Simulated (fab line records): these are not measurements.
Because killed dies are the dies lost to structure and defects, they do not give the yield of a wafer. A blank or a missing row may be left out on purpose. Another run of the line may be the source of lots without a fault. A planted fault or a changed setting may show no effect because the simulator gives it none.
fab line records ; flow n5Finfet
[record] lots = 7; wafers = 21
route steps=1938 shown SD_EPI_P@300 SD_ACTIVATION@330 HKMG_FIN@438 MOL_CONTACT_COAG@535 BEOL_M0@726
startH: the number of hours between the record's first day and the start of the first shown wafer of the lot ; waitH: hours from the lot's prior step to this one ; " the same as in the row above ; L1.1+2: several wafers, shown together as one row ; - no value, or no start given ; * or withheld: withheld ; < > ~ a bound
route shown NAME@n: a module of which the file shows steps, and the number in the route of the first ; usual: average and standard deviation across the fault-free wafers ; same: alike in all rows ; chamber/n: place in a boat ; sites: each site's reading ; _std_site: standard deviation of those values ; _edge_site: mean of outer sites minus mean of inner sites ; radiusMm: how far each site lies from the wafer's centre ; mask NAME#n: copy n ; behind: the tool/chamber that last shaped the wafer ; hold: why the lot was held/for how many hours/how that ended ; device: which transistor (n, p or np) failed to switch ; end of line: tests run on the same wafers once the route is complete ; for a step that has no rows: nothing shown but its recipe ; killed: dies that structure and defects cost at the first sort, which is not the same as the wafer's yield ; map: shows each die of a wafer: x if killed, . if not, _ if none is there
set.NAME: the setting as run; set.NAME@STEP: as run at that earlier step ; model.NAME: the simulator's own value behind a step, which no gauge read
lots whose settings were changed on purpose; a table a step, a row a wafer
[[steps]]
[step N5_SD_EPI_P_EXPOSE_06]
[recipe] maskId = SD_P_BLK; na = 1.35; sourceShape = conventional; sigmaOuter = 0.8; polarization = unpolarized; targetCdNm = 240; doseMj = 39.5
lot.wafer;tool;chamber;startH;waitH;mask;set.doseMj
L076.3;arfiScanner-02;0;66.66;-;SD_P_BLK#0;42.17
L076.4+6;arfiScanner-02;0;66.66;-;SD_P_BLK#0;39.5
L078.2;arfiScanner-02;0;78.56;-;SD_P_BLK#0;42.03
L078.3+5;arfiScanner-02;0;78.56;-;SD_P_BLK#0;39.5
L081.1+5;arfiScanner-03;0;95.54;-;SD_P_BLK#0;39.5
L081.6;arfiScanner-03;0;95.54;-;SD_P_BLK#0;42.1
L082.1+4+5;arfiScanner-01;0;101.56;-;SD_P_BLK#0;39.5
L083.1;arfiScanner-01;0;107.10;-;SD_P_BLK#0;41.59
L083.4+6;arfiScanner-01;0;107.10;-;SD_P_BLK#0;39.5
L088.1+2+6;arfiScanner-01;0;140.27;-;SD_P_BLK#0;40.47
L093.1+5;arfiScanner-03;0;169.58;-;SD_P_BLK#0;39.5
L093.4;arfiScanner-03;0;169.58;-;SD_P_BLK#0;38.38
[step N5_SD_EPI_P_PEB_07]
[recipe] pebTempC = 110; pebTimeS = 60; resist = CAR-ArF-block
[step N5_SD_EPI_P_DEVELOP_08]
[recipe] developTimeS = 30; developer = TMAH; resist = CAR-ArF-block; devTempC = 23; rinseLiquid = diw; dry = airSpin
[step N5_SD_EPI_P_CD_MEAS_09]
[recipe] targetCdNm = 240; landingEnergyEv = 500; detector = seInlens
[usual] cdNm = 239.6/0.73
lot.wafer;tool;chamber;startH;waitH;set.doseMj@SD_EPI_P_EXPOSE_06;cdNm
L076.3;cdSem-01;0;66.77;-;42.17;243.2
L076.4;cdSem-01;0;66.77;-;39.5;239.5
L076.6;cdSem-01;0;66.77;-;39.5;239.4
L078.2;cdSem-01;0;78.68;-;42.03;243.1
L078.3;cdSem-01;0;78.68;-;39.5;239.0
L078.5;cdSem-01;0;78.68;-;39.5;239.1
L081.1;cdSem-02;0;95.67;-;39.5;239.1
L081.5;cdSem-02;0;95.67;-;39.5;240.1
L081.6;cdSem-02;0;95.67;-;42.1;243.2
L082.1;cdSem-02;0;101.69;-;39.5;238.0
L082.4;cdSem-02;0;101.69;-;39.5;239.1
L082.5;cdSem-02;0;101.69;-;39.5;240.3
L083.1;cdSem-02;0;107.22;-;41.59;242.9
L083.4;cdSem-02;0;107.22;-;39.5;238.7
L083.6;cdSem-02;0;107.22;-;39.5;239.5
L088.1;cdSem-01;0;140.39;-;40.47;241.3
L088.2;cdSem-01;0;140.39;-;40.47;240.4
L088.6;cdSem-01;0;140.39;-;40.47;242.0
L093.1;cdSem-01;0;169.70;-;39.5;239.5
L093.4;cdSem-01;0;169.70;-;38.38;237.9
L093.5;cdSem-01;0;169.70;-;39.5;238.5
[step N5_SD_EPI_P_DESCUM_14]
[recipe] chemistry = O2; timeS = 7.9; sourcePowerW = 50; biasPowerW = 20; pressureMtorr = 20; rfFrequencyHz = 2.712e+07; tempC = 40; resist = CAR-ArF-block; o2FlowSccm = 225
lot.wafer;tool;chamber;startH;waitH;set.doseMj@SD_EPI_P_EXPOSE_06;model.SD_EPI_P.cdNm
L076.3;rieDiel-05;0;67.14;0.3;42.17;243
L076.4;rieDiel-05;3;67.14;0.3;39.5;239.6
L076.6;rieDiel-05;3;67.14;0.3;39.5;239.4
L078.2;rieDiel-04;0;78.77;0.0;42.03;243.4
L078.3;rieDiel-04;1;78.77;0.0;39.5;239.4
L078.5;rieDiel-04;1;78.77;0.0;39.5;239
L081.1;rieDiel-04;1;95.76;0.0;39.5;238.8
L081.5;rieDiel-04;2;95.76;0.0;39.5;240
L081.6;rieDiel-04;3;95.76;0.0;42.1;243.4
L082.1;rieDiel-05;0;101.78;0.0;39.5;238.2
L082.4;rieDiel-05;2;101.78;0.0;39.5;239
L082.5;rieDiel-05;0;101.78;0.0;39.5;240
L083.1;rieDiel-01;2;107.31;0.0;41.59;243
L083.4;rieDiel-01;2;107.31;0.0;39.5;238.8
L083.6;rieDiel-01;3;107.31;0.0;39.5;239.6
L088.1;rieDiel-05;0;140.48;0.0;40.47;241.2
L088.2;rieDiel-05;1;140.48;0.0;40.47;240.4
L088.6;rieDiel-05;3;140.48;0.0;40.47;242
L093.1;rieDiel-01;1;169.79;0.0;39.5;239.6
L093.4;rieDiel-01;2;169.79;0.0;38.38;238.2
L093.5;rieDiel-01;3;169.79;0.0;39.5;238.6
[step N5_SD_EPI_P_ETCH_36]
[recipe] chemistry = CF4; target = SiARC; targetDepthA = 455; maskMaterial = CAR-ArF-block; timeS = 75.8; ionEnergyEv = 80; pressureMtorr = 40; sourceW = 545; biasW = 36; Ar_flow_sccm = 100; cf4FlowSccm = 100; ends = cleared
lot.wafer;tool;chamber;startH;waitH;set.doseMj@SD_EPI_P_EXPOSE_06;model.SD_EPI_P.cdNm
L076.3;rieDiel-05;0;67.20;0.0;42.17;243
L076.4;rieDiel-05;3;67.20;0.0;39.5;239.6
L076.6;rieDiel-05;3;67.20;0.0;39.5;239.4
L078.2;rieDiel-04;0;78.80;0.0;42.03;243.4
L078.3;rieDiel-04;1;78.80;0.0;39.5;239.6
L078.5;rieDiel-04;1;78.80;0.0;39.5;239.4
L081.1;rieDiel-04;1;95.79;0.0;39.5;239
L081.5;rieDiel-04;2;95.79;0.0;39.5;240
L081.6;rieDiel-04;3;95.79;0.0;42.1;243.4
L082.1;rieDiel-05;0;101.81;0.0;39.5;238.2
L082.4;rieDiel-05;2;101.81;0.0;39.5;239
L082.5;rieDiel-05;0;101.81;0.0;39.5;240
L083.1;rieDiel-01;2;107.35;0.0;41.59;243.4
L083.4;rieDiel-01;2;107.35;0.0;39.5;238.8
L083.6;rieDiel-01;3;107.35;0.0;39.5;239.6
L088.1;rieDiel-05;0;140.51;0.0;40.47;241.2
L088.2;rieDiel-05;1;140.51;0.0;40.47;240.6
L088.6;rieDiel-05;3;140.51;0.0;40.47;242
L093.1;rieDiel-01;1;169.83;0.0;39.5;239.2
L093.4;rieDiel-01;2;169.83;0.0;38.38;238
L093.5;rieDiel-01;3;169.83;0.0;39.5;238.2
[step N5_SD_EPI_P_ETCH_37]
[recipe] chemistry = N2/H2; target = SOC; overetchA = 1080; maskMaterial = SiARC; tempC = 40; ionEnergyEv = 100; sourceW = 3000; biasW = 133; pressureMtorr = 20; timeS = 486; n2FlowSccm = 200; h2FlowSccm = 200; ends = endPoint
[step N5_SD_EPI_P_STRIP_38]
[recipe] chemistry = N2/H2; tempC = 40; n2FlowSccm = 200; h2FlowSccm = 200; rfFrequencyHz = 6e+07
[step N5_SD_EPI_P_HM_STRIP_48]
[recipe] chemistry = H3PO4; tempC = 160; material = SiNx; target = SiNx; targetDepthA = 30; overetchFraction = 0.3
[step N5_SD_EPI_P_SRD_49]
[recipe] dry = ipaMarangoni; timeS = 30; tempC = 23; rinseLiquid = diw
[step N5_SD_EPI_P_PRECLEAN_24]
[recipe] chemistry = O3/DIW; timeS = 45; tempC = 22; o3Ppm = 10
lot.wafer;tool;chamber;startH;waitH;set.tempC@SD_EPI_N_EPI_21;model.Si-P_of_SD_EPI_N_EPI_21.thkNm
L076.3;wetBench-05;0;71.12;0.0;680;57.6
L076.4;wetBench-05;2;71.12;0.0;684.6;61.8
L076.6;wetBench-05;7;71.12;0.0;680;57.2
L078.2;wetBench-03;0;82.48;0.0;680;58.6
L078.3;wetBench-03;4;82.48;0.0;680;58.8
L078.5;wetBench-03;5;82.48;0.0;680;59.6
L081.1;wetBench-03;2;100.25;0.0;681.7;59.4
L081.5;wetBench-03;5;100.25;0.0;680;57.6
L081.6;wetBench-03;1;100.25;0.0;680;57.8
L082.1+4;wetBench-05;0,7;106.27;0.0;680;57.8
L082.5;wetBench-05;1;106.27;0.0;680;57.6
L083.1;wetBench-03;3;110.97;0.0;684.6;63.2
L083.4;wetBench-03;4;110.97;0.0;680;57.4
L083.6;wetBench-03;5;110.97;0.0;684.6;62.8
L088.1;wetBench-05;0;144.15;0.0;675.9;54
L088.2;wetBench-05;3;144.15;0.0;680;58.2
L088.6;wetBench-05;7;144.15;0.0;675.9;53.8
L093.1;wetBench-05;3;174.28;0.0;680;58.2
L093.4;wetBench-05;6;174.28;0.0;677.5;57
L093.5;wetBench-05;7;174.28;0.0;677.5;56.2
[step N5_SD_EPI_P_PRECLEAN_32]
[recipe] chemistry = dHF; timeS = 10; dilution = 500:1; tempC = 25
[step N5_SD_EPI_P_PRECLEAN_33]
[recipe] chemistry = SC2; timeS = 45; tempC = 35; mix = 1:1:50
[step N5_SD_ACTIVATION_RTA_00]
[recipe] tempC = 975; timeS = 0; ambient = N2; idleTempC = 600; rampUpCPerS = 150; rampDownCPerS = 60; coolToC = 600
[step N5_SD_ACTIVATION_LSA_01]
[recipe] tempC = 1080; timeS = 0.0008; ambient = N2
[step N5_SD_ACTIVATION_RS_MEAS_03]
[recipe] thkMeasGauge = four-point-probe
[usual] RS_SD_N = 21.9/0.35; RS_SD_P = 56.3/0.88
lot.wafer;tool;chamber;startH;waitH;set.tempC@SD_EPI_N_EPI_21;RS_SD_N[ohm/sq];RS_SD_P[ohm/sq]
L076.3;filmMetro-02;-;71.74;0.2;680;21.9;57.6
L076.4;filmMetro-02;-;71.74;0.2;684.6;20.5;57.7
L076.6;filmMetro-02;-;71.74;0.2;680;22.0;58.5
L078.2;filmMetro-02;-;83.21;0.2;680;21.8;57.4
L078.3;filmMetro-02;-;83.21;0.2;680;21.5;57.0
L078.5;filmMetro-02;-;83.21;0.2;680;21.3;55.8
L081.1;filmMetro-01;-;100.89;0.2;681.7;21.4;55.2
L081.5;filmMetro-01;-;100.89;0.2;680;22.1;56.6
L081.6;filmMetro-01;-;100.89;0.2;680;22.1;56.3
L082.1;filmMetro-02;-;106.76;0.2;680;21.9;55.0
L082.4;filmMetro-02;-;106.76;0.2;680;21.8;56.2
L082.5;filmMetro-02;-;106.76;0.2;680;21.8;55.0
L083.1;filmMetro-02;-;111.71;0.2;684.6;20.3;56.3
L083.4;filmMetro-02;-;111.71;0.2;680;22.3;56.0
L083.6;filmMetro-02;-;111.71;0.2;684.6;20.4;55.9
L088.1;filmMetro-01;-;145.02;0.2;675.9;23.3;56.5
L088.2;filmMetro-01;-;145.02;0.2;680;21.7;57.4
L088.6;filmMetro-01;-;145.02;0.2;675.9;23.4;56.1
L093.1;filmMetro-01;-;174.78;0.2;680;21.9;53.7
L093.4;filmMetro-01;-;174.78;0.2;677.5;22.4;54.6
L093.5;filmMetro-01;-;174.78;0.2;677.5;22.7;53.6
[step N5_HKMG_FIN_ETCH_35]
[recipe] chemistry = N2/H2; target = SOC; targetDepthA = 2158; ionEnergyEv = 65; biasW = 5; sourceW = 3000; timeS = 243.4; pressureMtorr = 30; n2FlowSccm = 200; h2FlowSccm = 200
lot.wafer;tool;chamber;startH;waitH;set.timeS;model.SOC_of_HKMG_FIN_COAT_29.thkNm;model.HKMG_FIN.featureDepthNm;model.etch.depthNm
L076.3;rieDiel-06;3;88.43;0.0;202.1;130;169.6;169.6
L076.4;rieDiel-06;1;88.43;0.0;243.4;86.2;214.2;214.1
L076.6;rieDiel-06;0;88.43;0.0;202.1;124.4;174.2;174.3
L078.2;rieDiel-06;3;99.74;0.0;243.4;94.4;205.4;205.4
L078.3;rieDiel-06;0;99.74;0.0;243.4;88;211.2;211.1
L078.5;rieDiel-06;3;99.74;0.0;288.3;55.8;243.8;243.8
L081.1;rieDiel-02;1;117.83;0.0;243.4;75.2;223.8;223.7
L081.5;rieDiel-02;2;117.83;0.0;243.4;77.8;221.2;221.2
L081.6;rieDiel-02;3;117.83;0.0;243.4;77.6;221.6;221.6
L082.1;rieDiel-03;3;124.02;0.0;243.4;76.6;222;222
L082.4;rieDiel-03;1;124.02;0.0;243.4;68.6;229.4;229.3
L082.5;rieDiel-03;2;124.02;0.0;243.4;80.4;217.4;217.3
L083.1;rieDiel-06;2;129.32;0.0;243.4;82;218.2;218.1
L083.4;rieDiel-06;3;129.32;0.0;275.1;65.6;234.8;234.9
L083.6;rieDiel-06;2;129.32;0.0;275.1;49.4;251;251
L088.1;rieDiel-03;1;163.13;0.0;243.4;71.2;228.8;228.7
L088.2;rieDiel-03;0;163.13;0.0;211;112.4;187.2;187.2
L088.6;rieDiel-03;0;163.13;0.0;211;114;185.6;185.7
L093.1;rieDiel-02;1;194.36;0.0;243.4;81;218.8;218.8
L093.4;rieDiel-02;0;194.36;0.0;243.4;75.6;224.6;224.7
L093.5;rieDiel-02;2;194.36;0.0;243.4;79.4;220.8;220.8
[step N5_MOL_CONTACT_COAG_CONTACT_ETCH_14]
[recipe] chemistry = C4F6/O2; target = SiO2; targetDepthA = 275; overetchA = 85; maskMaterial = SOC; pressureMtorr = 30; sourceW = 370; biasW = 185; Ar_flow_sccm = 300; C4F6_flow_sccm = 16; O2_flow_sccm = 10; timeS = 20; ionEnergyEv = 259.6
[usual] rfVppV = 693/3.1
lot.wafer;tool;chamber;startH;waitH;set.sourceW;rfVppV
L076.3;rieDiel-02;1;102.29;0.0;370;694
L076.4;rieDiel-02;2;102.29;0.0;370;690
L076.6;rieDiel-02;1;102.29;0.0;412.2;664
L078.2;rieDiel-02;1;111.94;0.0;370;694
L078.3;rieDiel-02;2;111.94;0.0;420.3;666
L078.5;rieDiel-02;1;111.94;0.0;370;693
L081.1;rieDiel-03;3;130.25;0.0;370;693
L081.5;rieDiel-03;2;130.25;0.0;370;697
L081.6;rieDiel-03;3;130.25;0.0;325;719
L082.1;rieDiel-06;1;136.28;0.0;370;696
L082.4;rieDiel-06;3;136.28;0.0;370;691
L082.5;rieDiel-06;1;136.28;0.0;370;694
L083.1;rieDiel-03;0;142.94;0.0;430.9;657
L083.4;rieDiel-03;2;142.94;0.0;370;697
L083.6;rieDiel-03;0;142.94;0.0;430.9;656
L088.1;rieDiel-02;3;175.14;0.0;322.1;723
L088.2;rieDiel-02;1;175.14;0.0;370;693
L088.6;rieDiel-02;2;175.14;0.0;322.1;724
L093.1;rieDiel-03;0;206.53;0.0;370;687
L093.4;rieDiel-03;1;206.53;0.0;392.9;670
L093.5;rieDiel-03;3;206.53;0.0;370;692
[step N5_MOL_CONTACT_COAG_COAT_34]
[recipe] resist = CAR-EUV; spinRpm = 1500; resistThkNm = 40
lot.wafer;tool;chamber;startH;waitH;set.spinRpm;model.CAR-EUV_of_MOL_CONTACT_COAG_COAT_34.thkNm
L076.3;lithoTrack-04;0;-;-;1620;38.2
L076.4;lithoTrack-04;0;-;-;1500;39.8
L076.6;lithoTrack-04;0;-;-;1620;38.4
L078.2+3;lithoTrack-04;0;-;-;1500;40
L078.5;lithoTrack-04;0;-;-;1500;39.8
L081.1;lithoTrack-03;0;-;-;1500;40
L081.5+6;lithoTrack-03;0;-;-;1402;41.4
L082.1+5;lithoTrack-03;0;-;-;1500;40.2
L082.4;lithoTrack-03;0;-;-;1500;40
L083.1+6;lithoTrack-01;0;-;-;1500;40
L083.4;lithoTrack-01;0;-;-;1402;41.2
L088.1+2+6;lithoTrack-04;0;-;-;1500;40
L093.1;lithoTrack-04;0;-;-;1500;39.8
L093.4;lithoTrack-04;0;-;-;1500;40
L093.5;lithoTrack-04;0;-;-;1354;42
[step N5_MOL_CONTACT_COAG_EXPOSE_37]
[recipe] maskId = VD; na = 0.33; sourceShape = annular; sigmaInner = 0.3; sigmaOuter = 0.7; polarization = unpolarized; defocusNm = 0; doseMj = 62
lot.wafer;tool;chamber;startH;waitH;mask;set.doseMj
L076.3+4;euvScanner-02;0;112.43;-;VD#0;62
L076.6;euvScanner-02;0;112.43;-;VD#0;60.65
L078.2;euvScanner-02;0;125.48;-;VD#0;58.09
L078.3+5;euvScanner-02;0;125.48;-;VD#0;62
L081.1+6;euvScanner-01;0;141.00;-;VD#0;57.77
L081.5;euvScanner-01;0;141.00;-;VD#0;62
L082.1+4+5;euvScanner-01;0;147.48;-;VD#0;62
L083.1+4;euvScanner-01;0;153.52;-;VD#0;60.04
L083.6;euvScanner-01;0;153.52;-;VD#0;62
L088.1+6;euvScanner-01;0;188.11;-;VD#0;62
L088.2;euvScanner-01;0;188.11;-;VD#0;63.24
L093.1+4+5;euvScanner-02;0;216.20;-;VD#0;62
[step N5_MOL_CONTACT_COAG_PEB_38]
[recipe] pebTempC = 100; pebTimeS = 60; resist = CAR-EUV
[step N5_MOL_CONTACT_COAG_DEVELOP_39]
[recipe] developTimeS = 30; developer = TMAH; resist = CAR-EUV; rinseLiquid = surfactantRinse; dry = airSpin; devTempC = 23
[step N5_MOL_CONTACT_COAG_CD_MEAS_40]
[recipe] targetCdNm = 25.1; landingEnergyEv = 500; detector = seInlens; polarity = opening
[usual] cdNm = 25.08/0.23
lot.wafer;tool;chamber;startH;waitH;set.doseMj@MOL_CONTACT_COAG_EXPOSE_37;cdNm
L076.3;cdSem-01;0;112.56;-;62;24.94
L076.4;cdSem-01;0;112.56;-;62;24.82
L076.6;cdSem-01;0;112.56;-;60.65;24.56
L078.2;cdSem-03;0;125.62;-;58.09;23.69
L078.3;cdSem-03;0;125.62;-;62;25.24
L078.5;cdSem-03;0;125.62;-;62;24.90
L081.1;cdSem-03;0;141.14;-;57.77;23.96
L081.5;cdSem-03;0;141.14;-;62;25.18
L081.6;cdSem-03;0;141.14;-;57.77;23.65
L082.1;cdSem-01;0;147.63;-;62;24.91
L082.4;cdSem-01;0;147.63;-;62;25.00
L082.5;cdSem-01;0;147.63;-;62;25.21
L083.1;cdSem-02;0;153.67;-;60.04;24.87
L083.4;cdSem-02;0;153.67;-;60.04;24.56
L083.6;cdSem-02;0;153.67;-;62;25.21
L088.1;cdSem-03;0;188.26;-;62;25.18
L088.2;cdSem-03;0;188.26;-;63.24;25.71
L088.6;cdSem-03;0;188.26;-;62;25.16
L093.1;cdSem-01;0;216.34;-;62;25.51
L093.4;cdSem-01;0;216.34;-;62;25.02
L093.5;cdSem-01;0;216.34;-;62;25.07
[step N5_MOL_CONTACT_COAG_DESCUM_45]
[recipe] chemistry = O2; timeS = 7; sourcePowerW = 50; biasPowerW = 20; pressureMtorr = 20; rfFrequencyHz = 2.712e+07; tempC = 40; resist = CAR-EUV; o2FlowSccm = 225
[step N5_MOL_CONTACT_COAG_ETCH_65]
[recipe] chemistry = N2/H2; target = underlayer; targetDepthA = 130; maskMaterial = CAR-EUV; timeS = 10.4; ionEnergyEv = 200; pressureMtorr = 30; sourceW = 840; biasW = 150; n2FlowSccm = 200; h2FlowSccm = 200; ends = cleared
lot.wafer;tool;chamber;startH;waitH;set.spinRpm@MOL_CONTACT_COAG_COAT_34;model.CAR-EUV_of_MOL_CONTACT_COAG_COAT_34.thkNm
L076.3+6;rieDiel-02;1;112.72;0.0;1620;22.8
L076.4;rieDiel-02;2;112.72;0.0;1500;24.4
L078.2+3+5;rieDiel-06;0,1,1;125.78;0.0;1500;24.6
L081.1;rieDiel-03;2;141.30;0.0;1500;24.8
L081.5;rieDiel-03;2;141.30;0.0;1402;26.2
L081.6;rieDiel-03;0;141.30;0.0;1402;26
L082.1;rieDiel-06;3;147.82;0.0;1500;24.6
L082.4+5;rieDiel-06;0,1;147.82;0.0;1500;24.8
L083.1;rieDiel-02;2;154.00;0.0;1500;24.6
L083.4;rieDiel-02;0;154.00;0.0;1402;25.8
L083.6;rieDiel-02;2;154.00;0.0;1500;24.8
L088.1;rieDiel-02;1;189.79;0.0;1500;24.4
L088.2+6;rieDiel-02;3,2;189.79;0.0;1500;24.6
L093.1;rieDiel-06;3;216.50;0.0;1500;24.4
L093.4;rieDiel-06;2;216.50;0.0;1500;24.6
L093.5;rieDiel-06;2;216.50;0.0;1354;26.8
[step N5_BEOL_M0_ETCH_109]
[recipe] chemistry = CH3F/O2; targetDepthA = 80; overetchA = 24; target = SiCN; timeS = 27.4; ionEnergyEv = 120; pressureMtorr = 30; sourceW = 395; biasW = 75; Ar_flow_sccm = 150; CH3F_flow_sccm = 30; O2_flow_sccm = 20
[usual] rfVppV = 297.6/1.5
lot.wafer;tool;chamber;startH;waitH;set.biasW;rfVppV
L076.3;rieDiel-03;1;125.83;0.0;81.66;312.5
L076.4;rieDiel-03;2;125.83;0.0;81.66;315.9
L076.6;rieDiel-03;1;125.83;0.0;81.66;313.7
L078.2;rieDiel-06;3;143.39;0.6;79.26;307.6
L078.3;rieDiel-06;2;143.39;0.6;79.26;310.5
L078.5;rieDiel-06;2;143.39;0.6;79.26;310.6
L081.1;rieDiel-02;2;160.75;0.0;80.23;308.5
L081.5;rieDiel-02;2;160.75;0.0;80.23;309.0
L081.6;rieDiel-02;1;160.75;0.0;75;298.3
L082.1;rieDiel-02;2;164.11;0.0;75;295.2
L082.4;rieDiel-02;3;164.11;0.0;75;297.8
L082.5;rieDiel-02;2;164.11;0.0;75;295.4
L083.1;rieDiel-06;3;167.31;0.0;75;295.9
L083.4;rieDiel-06;1;167.31;0.0;79.82;310.6
L083.6;rieDiel-06;0;167.31;0.0;79.82;309.3
L088.1;rieDiel-02;1;205.55;0.5;75;297.0
L088.2;rieDiel-02;2;205.55;0.5;75;296.0
L088.6;rieDiel-02;0;205.55;0.5;69.6;281.8
L093.1;rieDiel-02;1;229.26;0.0;75;296.6
L093.4;rieDiel-02;0;229.26;0.0;64.75;269.3
L093.5;rieDiel-02;1;229.26;0.0;75;297.2
[[key]]
[split] step = N5_SD_EPI_P_EXPOSE_06; setting = doseMj; stated = 39.5; by = wafer
[response] step = N5_SD_EPI_P_CD_MEAS_09; reading = cdNm; change = +0.592; per = 1%; r = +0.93
[response] step = N5_SD_EPI_P_DESCUM_14; reading = model.SD_EPI_P.cdNm; change = +0.599; per = 1%; r = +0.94
[response] step = N5_SD_EPI_P_ETCH_36; reading = model.SD_EPI_P.cdNm; change = +0.593; per = 1%; r = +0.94
[split] step = N5_HKMG_FIN_ETCH_35; setting = timeS; stated = 243.4; by = wafer
[response] step = N5_HKMG_FIN_ETCH_35; reading = model.SOC_of_HKMG_FIN_COAT_29.thkNm; change = -2.28; per = 1%; r = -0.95
[response] step = N5_HKMG_FIN_ETCH_35; reading = model.HKMG_FIN.featureDepthNm; change = +2.32; per = 1%; r = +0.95
[response] step = N5_HKMG_FIN_ETCH_35; reading = model.etch.depthNm; change = +2.31; per = 1%; r = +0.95
[split] step = N5_MOL_CONTACT_COAG_CONTACT_ETCH_14; setting = sourceW; stated = 370; by = wafer
[response] step = N5_MOL_CONTACT_COAG_CONTACT_ETCH_14; reading = rfVppV; change = -2.32; per = 1%; r = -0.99
[split] step = N5_MOL_CONTACT_COAG_COAT_34; setting = spinRpm; stated = 1500; by = wafer
[response] step = N5_MOL_CONTACT_COAG_COAT_34; reading = model.CAR-EUV_of_MOL_CONTACT_COAG_COAT_34.thkNm; change = -0.202; per = 1%; r = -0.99
[response] step = N5_MOL_CONTACT_COAG_ETCH_65; reading = model.CAR-EUV_of_MOL_CONTACT_COAG_COAT_34.thkNm; change = -0.208; per = 1%; r = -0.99
[split] step = N5_MOL_CONTACT_COAG_EXPOSE_37; setting = doseMj; stated = 62; by = wafer
[response] step = N5_MOL_CONTACT_COAG_CD_MEAS_40; reading = cdNm; change = +0.204; per = 1%; r = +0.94
[split] step = N5_BEOL_M0_ETCH_109; setting = biasW; stated = 75; by = wafer
[response] step = N5_BEOL_M0_ETCH_109; reading = rfVppV; change = +1.97; per = 1%; r = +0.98
split outsideThisFile step=N5_SD_EPI_N_EPI_21 setting=tempC
// split outsideThisFile: this setting was split too, and the file shows its column; the key of that split is in another file
